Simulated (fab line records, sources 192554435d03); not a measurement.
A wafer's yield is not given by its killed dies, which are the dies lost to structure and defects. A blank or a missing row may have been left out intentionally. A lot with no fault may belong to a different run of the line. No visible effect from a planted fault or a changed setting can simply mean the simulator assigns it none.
fab line records    flow n5Finfet
[record] lots = 7  wafers = 21
route steps=1938 shown SD_EPI_N@268 SD_EPI_P@296 ILD0@344 HKMG_FIN@424
startH: start of the lot's first displayed wafer, in hours after the record's first day    waitH: how many hours have passed since the lot's step before this one    " repeats the value in the row above    L1.1+2: several wafers, shown together as one row    - either no value or no given start    * or withheld: withheld    < > ~ a bound
route shown NAME@n: NAME is a module with steps in the file, n the number in the route of the first one    usual: mean/standard deviation of fault-free wafers    same: alike in all rows    chamber/n: place in a boat    sites: the reading at each site    _std_site: standard deviation of those values    _edge_site: the outer-site mean with the inner-site mean subtracted    radiusMm: how far each site lies from the wafer's centre    mask NAME#n: copy n    behind: the tool/chamber that last shaped the wafer    hold: the reason the lot was held/the length of the hold in hours/how it ended    device: which transistor (n, p or np) failed to switch    end of line: the route-end tests of the same wafers    for a step that has no rows: nothing shown but its recipe    killed: count of dies lost to structure and defects at first sort (not the wafer's yield)    map: shows each die of a wafer: x if killed, . if not, _ if none is there
set.NAME: the run value of the setting; set.NAME@STEP: its run value at that earlier step    model.NAME: the simulator's own value behind a step, which no gauge read
lots where settings were altered on purpose, with a table for each step and a row for each wafer
[[steps]]
[step N5_SD_EPI_N_PEB_07]
[recipe] pebTempC = 110  pebTimeS = 60  resist = CAR-ArF-block
lot.wafer   tool           chamber  startH  waitH  set.pebTempC
L081.1      lithoTrack-02  0        91.75   0.1    111.1
L081.2+6    "              0        "       "      110
L083.1+4    lithoTrack-02  0        105.41  0.1    112.3
L083.2      "              0        "       "      110
L088.1+5    lithoTrack-02  0        131.56  0.1    108
L088.6      "              0        "       "      110
L090.2+3    lithoTrack-04  0        144.74  0.0    111.9
L090.4      "              0        "       "      110
L091.2      lithoTrack-02  0        152.79  0.0    110
L091.3+5    "              0        "       "      108.9
L092.3+4+6  lithoTrack-04  0        155.66  0.0    110
L093.2      lithoTrack-02  0        162.85  0.0    107.8
L093.3+4    "              0        "       "      110
[step N5_SD_EPI_N_DEVELOP_08]
[recipe] developTimeS = 30  developer = TMAH  resist = CAR-ArF-block  devTempC = 23  rinseLiquid = diw  dry = airSpin
[step N5_SD_EPI_N_CD_MEAS_09]
[recipe] targetCdNm = 120  landingEnergyEv = 500  detector = seInlens
[usual] cdNm = 120.0/0.55
lot.wafer  tool      chamber  startH  waitH  set.pebTempC@SD_EPI_N_PEB_07  cdNm
L081.1     cdSem-01  0        91.81   -      111.1                         123.0
L081.2     "         0        "       "      110                           119.7
L081.6     "         0        "       "      110                           120.0
L083.1     cdSem-02  0        105.48  -      112.3                         125.8
L083.2     "         0        "       "      110                           120.0
L083.4     "         0        "       "      112.3                         125.1
L088.1     cdSem-01  0        131.63  -      108                           115.0
L088.5     "         0        "       "      108                           115.0
L088.6     "         0        "       "      110                           120.0
L090.2     cdSem-03  0        144.81  -      111.9                         124.9
L090.3     "         0        "       "      111.9                         124.5
L090.4     "         0        "       "      110                           119.9
L091.2     cdSem-03  0        152.86  -      110                           120.3
L091.3     "         0        "       "      108.9                         117.1
L091.5     "         0        "       "      108.9                         117.3
L092.3     cdSem-03  0        155.73  -      110                           120.4
L092.4     "         0        "       "      110                           120.6
L092.6     "         0        "       "      110                           120.1
L093.2     cdSem-02  0        162.92  -      107.8                         114.6
L093.3     "         0        "       "      110                           119.6
L093.4     "         0        "       "      110                           120.6
[step N5_SD_EPI_N_DESCUM_14]
[recipe] chemistry = O2  timeS = 7.9  sourcePowerW = 50  biasPowerW = 20  pressureMtorr = 20  rfFrequencyHz = 2.712e+07  tempC = 40  resist = CAR-ArF-block  o2FlowSccm = 225
lot.wafer  tool        chamber  startH  waitH  set.pebTempC@SD_EPI_N_PEB_07  model.SD_EPI_N.cdNm
L081.1     rieDiel-03  3        92.00   0.1    111.1                         122.8
L081.2     "           2        "       "      110                           119.6
L081.6     "           3        "       "      110                           120
L083.1     rieDiel-05  0        105.57  0.0    112.3                         125.8
L083.2     "           2        "       "      110                           120.2
L083.4     "           1        "       "      112.3                         125.2
L088.1+5   rieDiel-03  0,2      131.72  0.0    108                           115
L088.6     "           0        "       "      110                           120
L090.2     rieDiel-04  2        144.96  0.1    111.9                         125
L090.3     "           1        "       "      111.9                         124.8
L090.4     "           2        "       "      110                           120.2
L091.2     rieDiel-04  0        153.10  0.2    110                           120
L091.3+5   "           3,0      "       "      108.9                         117.2
L092.3+4   rieDiel-04  3,1      155.83  0.0    110                           120.4
L092.6     "           3        "       "      110                           120.2
L093.2     rieDiel-05  2        163.01  0.0    107.8                         114.6
L093.3     "           1        "       "      110                           120
L093.4     "           3        "       "      110                           120.6
[step N5_SD_EPI_N_ETCH_34]
[recipe] chemistry = CF4  target = SiARC  targetDepthA = 455  maskMaterial = CAR-ArF-block  timeS = 75.8  ionEnergyEv = 80  pressureMtorr = 40  sourceW = 545  biasW = 36  Ar_flow_sccm = 100  cf4FlowSccm = 100  ends = cleared
lot.wafer  tool        chamber  startH  waitH  set.pebTempC@SD_EPI_N_PEB_07  model.SD_EPI_N.cdNm
L081.1     rieDiel-03  3        92.03   0.0    111.1                         123
L081.2     "           2        "       "      110                           119.4
L081.6     "           3        "       "      110                           120.2
L083.1     rieDiel-05  0        105.60  0.0    112.3                         126
L083.2     "           2        "       "      110                           120.2
L083.4     "           1        "       "      112.3                         125.2
L088.1     rieDiel-03  0        131.75  0.0    108                           115.4
L088.5     "           2        "       "      108                           114.8
L088.6     "           0        "       "      110                           120.2
L090.2+3   rieDiel-04  2,1      145.00  0.0    111.9                         124.8
L090.4     "           2        "       "      110                           120.2
L091.2     rieDiel-04  0        153.14  0.0    110                           120.2
L091.3     "           3        "       "      108.9                         117.2
L091.5     "           0        "       "      108.9                         117.4
L092.3     rieDiel-04  3        155.89  0.0    110                           120.6
L092.4     "           1        "       "      110                           120.4
L092.6     "           3        "       "      110                           120.2
L093.2     rieDiel-05  2        163.04  0.0    107.8                         114.6
L093.3     "           1        "       "      110                           120
L093.4     "           3        "       "      110                           120.4
[step N5_SD_EPI_N_ETCH_35]
[recipe] chemistry = N2/H2  target = SOC  overetchA = 1080  maskMaterial = SiARC  tempC = 40  ionEnergyEv = 100  sourceW = 3000  biasW = 133  pressureMtorr = 20  timeS = 486  n2FlowSccm = 200  h2FlowSccm = 200
lot.wafer  tool        chamber  startH  waitH  set.pebTempC@SD_EPI_N_PEB_07  model.SD_EPI_N.cdNm
L081.1     rieDiel-03  3        92.09   0.0    111.1                         124.2
L081.2     "           2        "       "      110                           118.8
L081.6     "           3        "       "      110                           121.4
L083.1     rieDiel-05  0        105.66  0.0    112.3                         124.2
L083.2     "           2        "       "      110                           121
L083.4     "           1        "       "      112.3                         124
L088.1     rieDiel-03  0        131.81  0.0    108                           117.4
L088.5     "           2        "       "      108                           114.8
L088.6     "           0        "       "      110                           121.2
L090.2     rieDiel-04  2        145.05  0.0    111.9                         123.8
L090.3     "           1        "       "      111.9                         125.2
L090.4     "           2        "       "      110                           119.6
L091.2     rieDiel-04  0        153.19  0.0    110                           121
L091.3     "           3        "       "      108.9                         116.6
L091.5     "           0        "       "      108.9                         117.6
L092.3+6   rieDiel-04  3        156.10  0.2    110                           120
L092.4     "           1        "       "      110                           120.8
L093.2     rieDiel-05  2        163.10  0.0    107.8                         115.6
L093.3+4   "           1,3      "       "      110                           119.8
[step N5_SD_EPI_N_STRIP_36]
[recipe] chemistry = N2/H2  tempC = 40  n2FlowSccm = 200  h2FlowSccm = 200  rfFrequencyHz = 6e+07
[step N5_SD_EPI_N_ETCHBACK_44]
[recipe] chemistry = CH3F/O2  mode = anisotropicEtchback  target = SiNx  targetDepthA = 145  stopOn = SiO2  overEtchFrac = 0.3  ionEnergyEv = 120  pressureMtorr = 30  sourceW = 395  biasW = 73  Ar_flow_sccm = 150  CH3F_flow_sccm = 30  O2_flow_sccm = 20
lot.wafer  tool        chamber  startH  waitH  set.pebTempC@SD_EPI_N_PEB_07  model.SD_EPI_N.cdNm
L081.1     rieDiel-03  3        92.41   0.0    111.1                         124.2
L081.2     "           2        "       "      110                           118.8
L081.6     "           3        "       "      110                           121.2
L083.1     rieDiel-05  0        105.98  0.0    112.3                         124.2
L083.2     "           2        "       "      110                           120.8
L083.4     "           1        "       "      112.3                         124
L088.1     rieDiel-03  0        132.13  0.0    108                           117.4
L088.5     "           2        "       "      108                           114.8
L088.6     "           0        "       "      110                           121.2
L090.2     rieDiel-04  2        145.38  0.0    111.9                         123.8
L090.3     "           1        "       "      111.9                         125.2
L090.4     "           2        "       "      110                           119.6
L091.2     rieDiel-04  0        153.52  0.0    110                           121.2
L091.3     "           3        "       "      108.9                         116.8
L091.5     "           0        "       "      108.9                         117.6
L092.3+6   rieDiel-04  3        156.48  0.1    110                           120
L092.4     "           1        "       "      110                           121
L093.2     rieDiel-05  2        163.42  0.0    107.8                         115.6
L093.3+4   "           1,3      "       "      110                           119.8
[step N5_SD_EPI_P_COAT_35]
[recipe] resist = SiARC  tempC = 220  timeS = 60  spinRpm = 1500  resistThkNm = 35
lot.wafer  tool           chamber  startH  waitH  set.spinRpm  model.SiARC_of_SD_EPI_P_COAT_35.thkNm
L081.1     lithoTrack-03  0        -       -      1500         35
L081.2+6   "              0        "       "      1542         34.6
L083.1+2   lithoTrack-05  0        -       -      1403         36.2
L083.4     "              0        "       "      1500         34.8
L088.1     lithoTrack-05  0        -       -      1500         35.2
L088.5+6   "              0        "       "      1500         35
L090.2     lithoTrack-05  0        -       -      1437         36
L090.3+4   "              0        "       "      1500         35.2
L091.2     lithoTrack-05  0        -       -      1371         36.8
L091.3     "              0        "       "      1500         35.2
L091.5     "              0        "       "      1371         36.6
L092.3     lithoTrack-05  0        -       -      1500         35.2
L092.4+6   "              0        "       "      1500         35
L093.2     lithoTrack-02  0        -       -      1500         35
L093.3     "              0        "       "      1628         33.8
L093.4     "              0        "       "      1628         33.6
[step N5_SD_EPI_P_PEB_07]
[recipe] pebTempC = 110  pebTimeS = 60  resist = CAR-ArF-block
lot.wafer   tool           chamber  startH  waitH  set.pebTimeS
L081.1+2    lithoTrack-05  0        96.15   0.1    60
L081.6      "              0        "       "      49.8
L083.1+4    lithoTrack-05  0        109.85  0.1    60
L083.2      "              0        "       "      73.12
L088.1+5    lithoTrack-05  0        136.19  0.1    60
L088.6      "              0        "       "      54.75
L090.2+3    lithoTrack-03  0        149.39  0.0    51.25
L090.4      "              0        "       "      60
L091.2+3    lithoTrack-03  0        158.12  0.0    68.26
L091.5      "              0        "       "      60
L092.3+4+6  lithoTrack-02  0        160.42  0.0    60
L093.2+3+4  lithoTrack-02  0        167.16  0.0    51.56
[step N5_SD_EPI_P_DEVELOP_08]
[recipe] developTimeS = 30  developer = TMAH  resist = CAR-ArF-block  devTempC = 23  rinseLiquid = diw  dry = airSpin
[step N5_SD_EPI_P_CD_MEAS_09]
[recipe] targetCdNm = 240  landingEnergyEv = 500  detector = seInlens
[usual] cdNm = 240.2/0.74
lot.wafer  tool      chamber  startH  waitH  set.pebTimeS@SD_EPI_P_PEB_07  cdNm
L081.1     cdSem-02  0        96.21   -      60                            240.2
L081.2     "         0        "       "      60                            240.5
L081.6     "         0        "       "      49.8                          233.1
L083.1     cdSem-01  0        109.92  -      60                            240.7
L083.2     "         0        "       "      73.12                         246.8
L083.4     "         0        "       "      60                            240.8
L088.1     cdSem-01  0        136.25  -      60                            240.1
L088.5     "         0        "       "      60                            241.3
L088.6     "         0        "       "      54.75                         238.1
L090.2     cdSem-02  0        149.46  -      51.25                         234.5
L090.3     "         0        "       "      51.25                         233.0
L090.4     "         0        "       "      60                            239.5
L091.2     cdSem-03  0        158.18  -      68.26                         244.2
L091.3     "         0        "       "      68.26                         244.7
L091.5     "         0        "       "      60                            240.5
L092.3     cdSem-02  0        160.49  -      60                            242.3
L092.4     "         0        "       "      60                            241.7
L092.6     "         0        "       "      60                            242.1
L093.2     cdSem-03  0        167.23  -      51.56                         234.2
L093.3     "         0        "       "      51.56                         233.8
L093.4     "         0        "       "      51.56                         234.0
[step N5_SD_EPI_P_DESCUM_14]
[recipe] chemistry = O2  timeS = 7.9  sourcePowerW = 50  biasPowerW = 20  pressureMtorr = 20  rfFrequencyHz = 2.712e+07  tempC = 40  resist = CAR-ArF-block  o2FlowSccm = 225
lot.wafer  tool        chamber  startH  waitH  set.pebTimeS@SD_EPI_P_PEB_07  model.SD_EPI_P.cdNm
L081.1+2   rieDiel-02  2,1      96.77   0.5    60                            240.4
L081.6     "           2        "       "      49.8                          233
L083.1     rieDiel-02  3        110.01  0.0    60                            240.8
L083.2     "           2        "       "      73.12                         246.8
L083.4     "           3        "       "      60                            240.6
L088.1     rieDiel-01  1        136.46  0.1    60                            240.4
L088.5     "           1        "       "      60                            241.2
L088.6     "           0        "       "      54.75                         238
L090.2     rieDiel-02  2        149.55  0.0    51.25                         234.6
L090.3     "           0        "       "      51.25                         233.2
L090.4     "           3        "       "      60                            239.4
L091.2     rieDiel-02  1        158.27  0.0    68.26                         244
L091.3     "           3        "       "      68.26                         244.6
L091.5     "           2        "       "      60                            240.2
L092.3     rieDiel-06  1        160.60  0.1    60                            242
L092.4     "           2        "       "      60                            241.2
L092.6     "           3        "       "      60                            241.8
L093.2     rieDiel-02  3        167.31  0.0    51.56                         234
L093.3+4   "           2,0      "       "      51.56                         234.2
[step N5_SD_EPI_P_ETCH_36]
[recipe] chemistry = CF4  target = SiARC  targetDepthA = 455  maskMaterial = CAR-ArF-block  timeS = 75.8  ionEnergyEv = 80  pressureMtorr = 40  sourceW = 545  biasW = 36  Ar_flow_sccm = 100  cf4FlowSccm = 100  ends = cleared
lot.wafer  tool        chamber  startH  waitH  set.spinRpm@SD_EPI_P_COAT_35  model.etch.depthNm
L081.1     rieDiel-02  2        96.81   0.0    1500                          35.04
L081.2     "           1        "       "      1542                          34.63
L081.6     "           2        "       "      1542                          34.66
L083.1     rieDiel-02  3        110.05  0.0    1403                          36.11
L083.2     "           2        "       "      1403                          36.17
L083.4     "           3        "       "      1500                          34.87
L088.1     rieDiel-01  1        136.50  0.0    1500                          35.12
L088.5     "           1        "       "      1500                          35.07
L088.6     "           0        "       "      1500                          35.09
L090.2     rieDiel-02  2        149.58  0.0    1437                          35.96
L090.3     "           0        "       "      1500                          35.12
L090.4     "           3        "       "      1500                          35.2
L091.2     rieDiel-02  1        158.31  0.0    1371                          36.85
L091.3     "           3        "       "      1500                          35.15
L091.5     "           2        "       "      1371                          36.63
L092.3     rieDiel-06  1        160.64  0.0    1500                          35.1
L092.4+6   "           2,3      "       "      1500                          35.09
L093.2     rieDiel-02  3        167.35  0.0    1500                          35.06
L093.3     "           2        "       "      1628                          33.71
L093.4     "           0        "       "      1628                          33.62
[step N5_SD_EPI_P_ETCH_37]
[recipe] chemistry = N2/H2  target = SOC  overetchA = 1080  maskMaterial = SiARC  tempC = 40  ionEnergyEv = 100  sourceW = 3000  biasW = 133  pressureMtorr = 20  timeS = 486  n2FlowSccm = 200  h2FlowSccm = 200  ends = endPoint
lot.wafer  tool        chamber  startH  waitH  set.spinRpm@SD_EPI_P_COAT_35  set.pebTimeS@SD_EPI_P_PEB_07  model.SD_EPI_P.cdNm  model.SiARC_of_SD_EPI_P_COAT_35.thkNm
L081.1     rieDiel-02  2        96.86   0.0    1500                          60                            240.8                20
L081.2     "           1        "       "      1542                          60                            241                  19.4
L081.6     "           2        "       "      1542                          49.8                          233                  19.4
L083.1     rieDiel-02  3        110.10  0.0    1403                          60                            241                  20.6
L083.2     "           2        "       "      1403                          73.12                         247.6                21
L083.4     "           3        "       "      1500                          60                            240.8                19.6
L088.1     rieDiel-01  1        136.55  0.0    1500                          60                            240                  19.8
L088.5     "           1        "       "      1500                          60                            240.8                19.8
L088.6     "           0        "       "      1500                          54.75                         239.8                19.4
L090.2     rieDiel-02  2        149.64  0.0    1437                          51.25                         234.8                21
L090.3     "           0        "       "      1500                          51.25                         232.6                19.8
L090.4     "           3        "       "      1500                          60                            238.4                19.8
L091.2     rieDiel-02  1        158.36  0.0    1371                          68.26                         245.6                21.4
L091.3     "           3        "       "      1500                          68.26                         244.8                19.6
L091.5     "           2        "       "      1371                          60                            240.8                21.4
L092.3     rieDiel-06  1        160.69  0.0    1500                          60                            241.8                19.8
L092.4     "           2        "       "      1500                          60                            240.2                19.6
L092.6     "           3        "       "      1500                          60                            241.8                20
L093.2     rieDiel-02  3        167.40  0.0    1500                          51.56                         233.8                19.6
L093.3     "           2        "       "      1628                          51.56                         233.4                18.4
L093.4     "           0        "       "      1628                          51.56                         233.4                18.2
[step N5_SD_EPI_P_STRIP_38]
[recipe] chemistry = N2/H2  tempC = 40  n2FlowSccm = 200  h2FlowSccm = 200  rfFrequencyHz = 6e+07
[step N5_SD_EPI_P_ETCHBACK_46]
[recipe] chemistry = CH3F/O2  mode = anisotropicEtchback  target = SiNx  targetDepthA = 175  stopOn = SiO2  overEtchFrac = 0.3  ionEnergyEv = 120  pressureMtorr = 30  sourceW = 395  biasW = 73  Ar_flow_sccm = 150  CH3F_flow_sccm = 30  O2_flow_sccm = 20
lot.wafer  tool        chamber  startH  waitH  set.spinRpm@SD_EPI_P_COAT_35  model.SiARC_of_SD_EPI_P_COAT_35.thkNm
L081.1     rieDiel-02  2        97.19   0.0    1500                          15.4
L081.2     "           1        "       "      1542                          14.8
L081.6     "           2        "       "      1542                          15
L083.1     rieDiel-02  3        110.43  0.0    1403                          16
L083.2     "           2        "       "      1403                          16.6
L083.4     "           3        "       "      1500                          14.8
L088.1+5   rieDiel-01  1        136.88  0.0    1500                          15.2
L088.6     "           0        "       "      1500                          15
L090.2     rieDiel-02  2        149.96  0.0    1437                          16.4
L090.3+4   "           0,3      "       "      1500                          15.2
L091.2+5   rieDiel-02  1,2      158.69  0.0    1371                          17
L091.3     "           3        "       "      1500                          15.2
L092.3+4   rieDiel-06  1,2      161.02  0.0    1500                          15.2
L092.6     "           3        "       "      1500                          15.6
L093.2     rieDiel-02  3        167.73  0.0    1500                          15
L093.3     "           2        "       "      1628                          13.8
L093.4     "           0        "       "      1628                          13.6
[step N5_ILD0_CMP_12]
[recipe] stopOn = poly-Si  material = SiNx  tOverpolishS = 6  postCmpClean = alkalineBrush  downForcePsi = 2.5  platenRpm = 51.8  padVelocityMS = 1.0307  targetThkNm = 17.67
[usual] timeToEndpointS = 28.3/2.2
lot.wafer  tool    chamber  startH  waitH  set.downForcePsi  timeToEndpointS
L081.2     cmp-03  1        107.80  1.1    2.187             27.2
L081.1     "       3        "       "      2.187             30.7
L081.6     "       1        "       "      2.187             28.3
L083.2     cmp-04  1        120.51  1.2    2.043             34.4
L083.4     "       2        "       "      2.043             33.6
L083.1     "       3        "       "      2.5               28.6
L088.1     cmp-04  1        148.19  2.2    2.5               25.9
L088.5     "       0        "       "      2.023             34.1
L088.6     "       1        "       "      2.023             34.4
L090.2     cmp-03  2        160.08  1.2    2.938             21.8
L090.3     "       3        "       "      2.5               27.8
L090.4     "       0        "       "      2.5               29.4
L091.2     cmp-01  2        169.19  1.2    2.3               27.2
L091.3     "       3        "       "      2.3               33.0
L091.5     "       1        "       "      2.3               27.7
L092.3     cmp-03  2        171.13  1.2    2.5               29.3
L092.4     "       0        "       "      2.5               29.2
L092.6     "       2        "       "      2.5               24.7
L093.3     cmp-04  0        177.80  1.2    2.5               31.3
L093.4     "       1        "       "      3.044             24.3
L093.2     "       2        "       "      2.5               30.4
[step N5_HKMG_FIN_COAT_06]
[recipe] resist = CAR-ArF  spinRpm = 1500  resistThkNm = 90
lot.wafer  tool           chamber  startH  waitH  set.spinRpm  model.CAR-ArF_of_HKMG_FIN_COAT_06.thkNm
L081.1     lithoTrack-02  0        -       -      1500         90.2
L081.2     "              0        "       "      1618         86.8
L081.6     "              0        "       "      1500         90
L083.1     lithoTrack-01  0        -       -      1500         90.2
L083.2     "              0        "       "      1500         90.6
L083.4     "              0        "       "      1500         90.4
L088.1+6   lithoTrack-01  0        -       -      1500         89.8
L088.5     "              0        "       "      1500         90.2
L090.2+3   lithoTrack-01  0        -       -      1500         90
L090.4     "              0        "       "      1500         90.6
L091.2     lithoTrack-02  0        -       -      1546         89
L091.3     "              0        "       "      1500         90.4
L091.5     "              0        "       "      1500         90.2
L092.3     lithoTrack-03  0        -       -      1500         90.2
L092.4     "              0        "       "      1500         89.8
L092.6     "              0        "       "      1500         90
L093.2+4   lithoTrack-02  0        -       -      1500         90.6
L093.3     "              0        "       "      1577         88.2
[step N5_HKMG_FIN_PEB_10]
[recipe] pebTempC = withheld  pebTimeS = 60  resist = CAR-ArF
lot.wafer   tool           chamber  startH  waitH  set.pebTimeS
L081.1+2    lithoTrack-03  0        117.42  0.1    60
L081.6      "              0        "       "      48.9
L083.1+2+4  lithoTrack-03  0        130.66  0.1    48.17
L088.1+6    lithoTrack-01  0        158.84  0.1    60
L088.5      "              0        "       "      53.2
L090.2+4    lithoTrack-01  0        170.43  0.0    69.03
L090.3      "              0        "       "      60
L091.2+5    lithoTrack-01  0        178.65  0.0    55.88
L091.3      "              0        "       "      60
L092.3+4+6  lithoTrack-03  0        181.36  0.0    60
L093.2+3+4  lithoTrack-03  0        188.03  0.0    60
[step N5_HKMG_FIN_DEVELOP_11]
[recipe] developTimeS = 30  developer = TMAH  resist = CAR-ArF  devTempC = 23  rinseLiquid = diw  dry = airSpin
lot.wafer  tool           chamber  startH  waitH  set.spinRpm@HKMG_FIN_COAT_06  model.CAR-ArF_of_HKMG_FIN_COAT_06.thkNm
L081.1     lithoTrack-03  0        -       -      1500                          88.6
L081.2     "              0        "       "      1618                          85
L081.6     "              0        "       "      1500                          88.2
L083.1     lithoTrack-03  0        -       -      1500                          88.4
L083.2+4   "              0        "       "      1500                          88.8
L088.1     lithoTrack-01  0        -       -      1500                          88
L088.5     "              0        "       "      1500                          88.4
L088.6     "              0        "       "      1500                          88.2
L090.2     lithoTrack-01  0        -       -      1500                          88.4
L090.3     "              0        "       "      1500                          88.2
L090.4     "              0        "       "      1500                          88.8
L091.2     lithoTrack-01  0        -       -      1546                          87.2
L091.3+5   "              0        "       "      1500                          88.6
L092.3+6   lithoTrack-03  0        -       -      1500                          88.4
L092.4     "              0        "       "      1500                          88.2
L093.2+4   lithoTrack-03  0        -       -      1500                          89
L093.3     "              0        "       "      1577                          86.6
[step N5_HKMG_FIN_CD_MEAS_12]
[recipe] targetCdNm = 92.8  landingEnergyEv = 500  detector = seInlens
[usual] cdNm = 92.9/0.54
lot.wafer  tool      chamber  startH  waitH  set.pebTimeS@HKMG_FIN_PEB_10  cdNm
L081.1     cdSem-03  0        117.49  -      60                            92.0
L081.2     "         0        "       "      60                            93.1
L081.6     "         0        "       "      48.9                          85.6
L083.1     cdSem-02  0        130.72  -      48.17                         85.9
L083.2     "         0        "       "      48.17                         85.6
L083.4     "         0        "       "      48.17                         85.3
L088.1     cdSem-03  0        158.90  -      60                            93.2
L088.5     "         0        "       "      53.2                          89.0
L088.6     "         0        "       "      60                            93.0
L090.2     cdSem-01  0        170.50  -      69.03                         97.5
L090.3     "         0        "       "      60                            93.0
L090.4     "         0        "       "      69.03                         97.6
L091.2     cdSem-02  0        178.72  -      55.88                         90.3
L091.3     "         0        "       "      60                            92.1
L091.5     "         0        "       "      55.88                         89.9
L092.3     cdSem-02  0        181.43  -      60                            92.7
L092.4     "         0        "       "      60                            92.7
L092.6     "         0        "       "      60                            92.9
L093.2     cdSem-03  0        188.10  -      60                            92.9
L093.3     "         0        "       "      60                            93.2
L093.4     "         0        "       "      60                            92.4
[[key]]
[split] step = N5_SD_EPI_N_PEB_07  setting = pebTempC  stated = 110  by = wafer
[response] step = N5_SD_EPI_N_CD_MEAS_09  reading = cdNm  change = +2.76  per = 1%  r = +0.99
[response] step = N5_SD_EPI_N_DESCUM_14  reading = model.SD_EPI_N.cdNm  change = +2.73  per = 1%  r = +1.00
[response] step = N5_SD_EPI_N_ETCH_34  reading = model.SD_EPI_N.cdNm  change = +2.75  per = 1%  r = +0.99
[response] step = N5_SD_EPI_N_ETCH_35  reading = model.SD_EPI_N.cdNm  change = +2.44  per = 1%  r = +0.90
[response] step = N5_SD_EPI_N_ETCHBACK_44  reading = model.SD_EPI_N.cdNm  change = +2.47  per = 1%  r = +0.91
[split] step = N5_SD_EPI_P_COAT_35  setting = spinRpm  stated = 1500  by = wafer
[response] step = N5_SD_EPI_P_COAT_35  reading = model.SiARC_of_SD_EPI_P_COAT_35.thkNm  change = -0.175  per = 1%  r = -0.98
[response] step = N5_SD_EPI_P_ETCH_36  reading = model.etch.depthNm  change = -0.179  per = 1%  r = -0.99
[response] step = N5_SD_EPI_P_ETCH_37  reading = model.SiARC_of_SD_EPI_P_COAT_35.thkNm  change = -0.192  per = 1%  r = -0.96
[response] step = N5_SD_EPI_P_ETCHBACK_46  reading = model.SiARC_of_SD_EPI_P_COAT_35.thkNm  change = -0.2  per = 1%  r = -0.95
[split] step = N5_SD_EPI_P_PEB_07  setting = pebTimeS  stated = 60  by = wafer
[response] step = N5_SD_EPI_P_CD_MEAS_09  reading = cdNm  change = +0.334  per = 1%  r = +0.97
[response] step = N5_SD_EPI_P_DESCUM_14  reading = model.SD_EPI_P.cdNm  change = +0.337  per = 1%  r = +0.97
[response] step = N5_SD_EPI_P_ETCH_37  reading = model.SD_EPI_P.cdNm  change = +0.333  per = 1%  r = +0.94
[split] step = N5_ILD0_CMP_12  setting = downForcePsi  stated = 2.5  by = wafer
[response] step = N5_ILD0_CMP_12  reading = timeToEndpointS  change = *  per = 1%  r = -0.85
[split] step = N5_HKMG_FIN_COAT_06  setting = spinRpm  stated = 1500  by = wafer
[response] step = N5_HKMG_FIN_COAT_06  reading = model.CAR-ArF_of_HKMG_FIN_COAT_06.thkNm  change = -0.433  per = 1%  r = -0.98
[response] step = N5_HKMG_FIN_DEVELOP_11  reading = model.CAR-ArF_of_HKMG_FIN_COAT_06.thkNm  change = -0.444  per = 1%  r = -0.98
[split] step = N5_HKMG_FIN_PEB_10  setting = pebTimeS  stated = 60  by = wafer
[response] step = N5_HKMG_FIN_CD_MEAS_12  reading = cdNm  change = +0.346  per = 1%  r = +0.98
